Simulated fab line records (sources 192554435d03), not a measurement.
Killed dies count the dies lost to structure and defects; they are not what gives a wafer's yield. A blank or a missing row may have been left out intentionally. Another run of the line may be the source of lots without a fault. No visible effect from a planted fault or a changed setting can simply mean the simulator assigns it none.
Which tool is to blame?    flow n5Finfet    10 lots with 30 wafers sampled at 5 steps, on a route of 1938 steps

== WHAT THE GAUGES SHOWED, per wafer ==
N5_MOL_CONTACT_COAG_CD_MEAS_84 targets a cd of 25.1 nm. Usual: cdNm reads 25.19 nm (standard deviation 0.26).
lot   measured      on        cdNm (nm)          flag
L153  day 5 18:40   cdSem-02  26.06 24.96 25.67  
L157  day 6 10:40   cdSem-02  24.93 24.95 24.80  
L159  day 6 19:09   cdSem-03  25.44 25.19 25.18  
L160  day 7 00:05   cdSem-02  25.34 25.35 25.40  
L161  day 7 06:04   cdSem-02  24.71 25.22 25.69  
L167  day 8 17:19   cdSem-03  25.21 25.34 25.54  
L171  day 9 19:23   cdSem-03  25.39 25.17 24.69  
L174  day 10 08:01  cdSem-03  25.39 25.37 25.48  
L175  day 10 13:05  cdSem-01  25.13 25.22 25.14  
L176  day 11 00:50  cdSem-01  25.02 25.22 24.71  

N5_MOL_CONTACT_COAG_OVL_MEAS_85. Usual: VG_OVL typically reads -0.3 nm, with standard deviation 0.68.
lot   measured      on          VG_OVL (nm)     flag
L153  day 5 18:42   overlay-01  -0.8 -0.4 -1.3  
L157  day 6 10:43   overlay-01  -0.6 -0.5 -0.8  
L159  day 6 19:11   overlay-01  -0.2 -0.1 -0.4  
L160  day 7 00:07   overlay-01  -0.9 -0.8 -1.7  
L161  day 7 06:06   overlay-01  -0.6 0.0 0.2    
L167  day 8 17:20   overlay-01  -0.5 -0.6 -0.9  
L171  day 9 19:25   overlay-02  -0.7 -0.1 0.5   
L174  day 10 08:03  overlay-02  -0.4 -1.0 -0.6  
L175  day 10 13:07  overlay-02  -0.4 -0.5 0.8   
L176  day 11 00:52  overlay-02  1.6 1.4 0.5     

N5_BEOL_M4_RC_MEAS_101. Usual: DIBL_N 36.4 mV/V, standard deviation 1.6; DIBL_P 36.2 mV/V, standard deviation 1.8; IOFF_N 0.159 nA/um, standard deviation 0.029; IOFF_P 0.21 nA/um, standard deviation 0.034; ION_N 670 uA/um, standard deviation 12; ION_P 459 uA/um, standard deviation 8.2; SS_N 71.5 mV/dec, standard deviation 0.59; SS_P 73.2 mV/dec, standard deviation 0.54; VT_N 250 mV, standard deviation 3.3; VT_P -250 mV, standard deviation 3.7.
lot   measured      on         DIBL_N (mV/V)   DIBL_P (mV/V)   IOFF_N (nA/um)     IOFF_P (nA/um)  ION_N (uA/um)  ION_P (uA/um)  SS_N (mV/dec)   SS_P (mV/dec)   VT_N (mV)    VT_P (mV)       flag
L153  day 8 20:48   prober-02  35.8 36.6 36.6  37.4 37.3 37.5  0.150 0.153 0.164  0.20 0.20 0.21  673 659 671    460 447 459    71.2 71.3 71.5  73.4 73.6 73.1  248 251 251  -251 -252 -254  
L157  day 9 19:52   prober-01  37.4 34.0 35.3  39.1 34.9 35.5  0.216 0.136 0.154  0.26 0.20 0.19  689 673 667    473 460 454    71.9 70.8 71.1  73.9 73.1 73.5  241 251 250  -246 -253 -253  
L159  day 10 00:43  prober-01  35.7 37.6 37.2  36.0 38.7 38.2  0.152 0.200 0.187  0.24 0.28 0.27  668 680 688    469 470 472    71.6 71.9 72.0  73.0 73.7 74.3  248 246 244  -247 -248 -246  
L160  day 11 03:57  prober-01  35.2 35.8 37.1  33.9 34.4 36.6  0.121 0.130 0.148  0.16 0.16 0.19  656 657 664    441 441 452    71.2 71.6 71.6  73.0 72.5 73.4  254 257 252  -259 -258 -256  
L161  day 11 16:36  prober-01  35.4 34.2 36.1  35.6 34.4 38.2  0.146 0.130 0.167  0.17 0.15 0.20  671 657 672    458 442 455    71.8 72.3 72.0  72.9 72.1 73.4  250 255 249  -255 -256 -251  
L167  day 11 18:23  prober-02  35.5 35.2 36.1  35.8 35.1 32.9  0.130 0.126 0.127  0.20 0.18 0.15  656 668 643    452 461 445    71.0 70.8 72.0  73.0 72.8 72.8  253 254 256  -251 -252 -255  
L171  day 13 02:19  prober-01  38.3 35.2 37.8  39.3 37.0 40.3  0.193 0.148 0.189  0.27 0.23 0.29  676 677 679    464 467 473    72.3 70.9 72.2  73.4 73.4 74.0  247 249 245  -246 -246 -243  
L174  day 13 23:15  prober-02  35.5 38.6 36.9  34.9 39.7 37.1  0.113 0.190 0.152  0.14 0.20 0.16  649 673 675    443 453 455    71.2 72.2 71.9  72.3 73.7 72.9  257 250 251  -262 -253 -258  
L175  day 14 19:29  prober-01  36.1 37.3 33.1  37.1 39.1 34.9  0.157 0.196 0.117  0.22 0.26 0.19  657 689 652    458 472 460    71.7 71.7 70.8  73.4 73.6 72.5  253 247 253  -250 -248 -250  
L176  day 14 23:20  prober-02  37.0 32.8 32.9  37.7 33.8 34.5  0.179 0.114 0.119  0.27 0.20 0.23  671 657 660    468 466 464    72.1 70.8 70.8  73.9 72.3 73.0  248 255 249  -245 -246 -247  

== WHAT TOOL EACH LOT RAN ON (gives the tool, then ch and the chambers of the sampled wafers, and finally the start) ==
lot   N5_MOL_CONTACT_COAG_ALD_123       N5_MOL_CONTACT_COAG_STRIP_96
L153  aldSin-03 ch 0,1,3, day 5 17:41   rieDiel-01 ch 0,2,3, day 5 19:19
L157  aldSin-04 ch 0,2,3, day 6 09:49   rieDiel-01 ch 2,3, day 6 11:23
L159  aldSin-03 ch 0,2,3, day 6 18:19   rieDiel-06 ch 0,3, day 6 19:56
L160  aldSin-03 ch 2,3, day 6 23:15     rieDiel-03 ch 0,2, day 7 00:48
L161  aldSin-01 ch 0,2,3, day 7 05:14   rieDiel-06 ch 0,1,3, day 7 06:49
L167  aldSin-01 ch 0,1,2, day 8 16:28   rieDiel-03 ch 0,3, day 8 19:22
L171  aldSin-01 ch 1,3, day 9 18:33     rieDiel-06 ch 2,3, day 9 20:03
L174  aldSin-04 ch 0,3, day 10 07:10    rieDiel-01 ch 0,1,3, day 10 09:08
L175  aldSin-01 ch 0,1,3, day 10 12:14  rieDiel-03 ch 1,2,3, day 10 14:04
L176  aldSin-04 ch 1,2,3, day 10 23:50  rieDiel-03 ch 0,2, day 11 01:32
- N5_MOL_CONTACT_COAG_ALD_123: deposits SiNx, target thk 5 nm, pulse time 1 s, purge time 2 s.
- N5_MOL_CONTACT_COAG_STRIP_96: strips in N2/H2.

== WHAT THE TOOLS THEMSELVES READ (means of the sampled wafers that have a number; where no wafer has one, the mark that the record gives instead) ==
N5_MOL_CONTACT_COAG_ALD_123. Usual: heaterPowerW 839 W, standard deviation 75; precursorPulseHeightRel 0.998, standard deviation 0.022.
lot   tool       heaterPowerW (W)  precursorPulseHeightRel  flag
L153  aldSin-03  753               1.030                    
L157  aldSin-04  845               0.996                    
L159  aldSin-03  780               0.998                    
L160  aldSin-03  792               1.014                    
L161  aldSin-01  887               1.012                    
L167  aldSin-01  885               1.005                    
L171  aldSin-01  832               0.991                    
L174  aldSin-04  810               0.983                    
L175  aldSin-01  866               1.008                    
L176  aldSin-04  819               0.998                    

N5_MOL_CONTACT_COAG_STRIP_96. Usual: drypumpMotorCurrentA is 5.7 A with standard deviation 0.43, h2FlowSccm is 300.0 sccm with standard deviation 0.78, oesProductAu is 0.79 a.u. with standard deviation 0.096, powerW is 500.1 W with standard deviation 1.6, rfVppV is 122.0 V with standard deviation 1.4, showerheadPlenumPTorr is 3.36 Torr with standard deviation 0.12, and throttleValvePct is 19.0 % with standard deviation 0.4.
lot   tool        drypumpMotorCurrentA (A)  h2FlowSccm (sccm)  oesProductAu (a.u.)  powerW (W)  rfVppV (V)  showerheadPlenumPTorr (Torr)  throttleValvePct (%)  flag
L153  rieDiel-01  5.6                       300.1              0.73                 500.6       123.1       3.39                          19.0                  
L157  rieDiel-01  5.6                       300.2              0.73                 500.1       121.8       3.34                          18.8                  
L159  rieDiel-06  6.2                       300.1              0.83                 500.2       120.9       3.27                          18.8                  
L160  rieDiel-03  5.5                       300.1              0.83                 499.8       121.4       3.33                          19.0                  
L161  rieDiel-06  5.9                       300.5              0.90                 500.4       121.1       3.29                          18.8                  
L167  rieDiel-03  6.2                       300.2              0.79                 501.2       123.3       3.41                          18.5                  
L171  rieDiel-06  5.4                       299.8              0.93                 519.9       122.2       3.38                          19.0                  OFF
L174  rieDiel-01  5.4                       299.9              0.71                 499.0       121.2       3.32                          19.2                  
L175  rieDiel-03  6.0                       299.7              0.89                 499.5       122.4       3.51                          18.9                  
L176  rieDiel-03  5.5                       300.2              0.78                 501.0       121.4       3.31                          19.1                  

== THE ANSWER, worked out from the rows above alone ==
Rule: take the mean of a lot's wafers that have a number; if it is more than 3 standard deviations from the usual mean, the lot is off. Also off: a lot with no number at a reading for which 4 or more lots have one. All remaining lots with rows at the step are treated as sound. The gauges are gone through in route order, then the tools' own readings, and for those a lot's mean is taken as printed above. The first step at which some lot is off is used, and at that step the reading that is off furthest; a lot without a number counts as furthest.
Off: L171, at N5_MOL_CONTACT_COAG_STRIP_96 (powerW).
If a tool, at that step or one of the process steps before it, ran each lot that is off and ran no sound lot following the first of them, it fits. One candidate fits, namely rieDiel-06 at N5_MOL_CONTACT_COAG_STRIP_96. A fault onset in the window from L161 (day 7 06:49, its last sound lot) to L171 (day 9 20:03, its first lot off) fits.
The tool's own readings at N5_MOL_CONTACT_COAG_STRIP_96 bear it out: on the lots that are off they differ by more than 5 times the standard deviation of the sound lots' means. powerW reads 519.9 W there against 500.2 W on the sound lots.

== WHAT THE SIMULATOR HAD PUT IN ==
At N5_MOL_CONTACT_COAG_STRIP_96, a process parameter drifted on rieDiel-06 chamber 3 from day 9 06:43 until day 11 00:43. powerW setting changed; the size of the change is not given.
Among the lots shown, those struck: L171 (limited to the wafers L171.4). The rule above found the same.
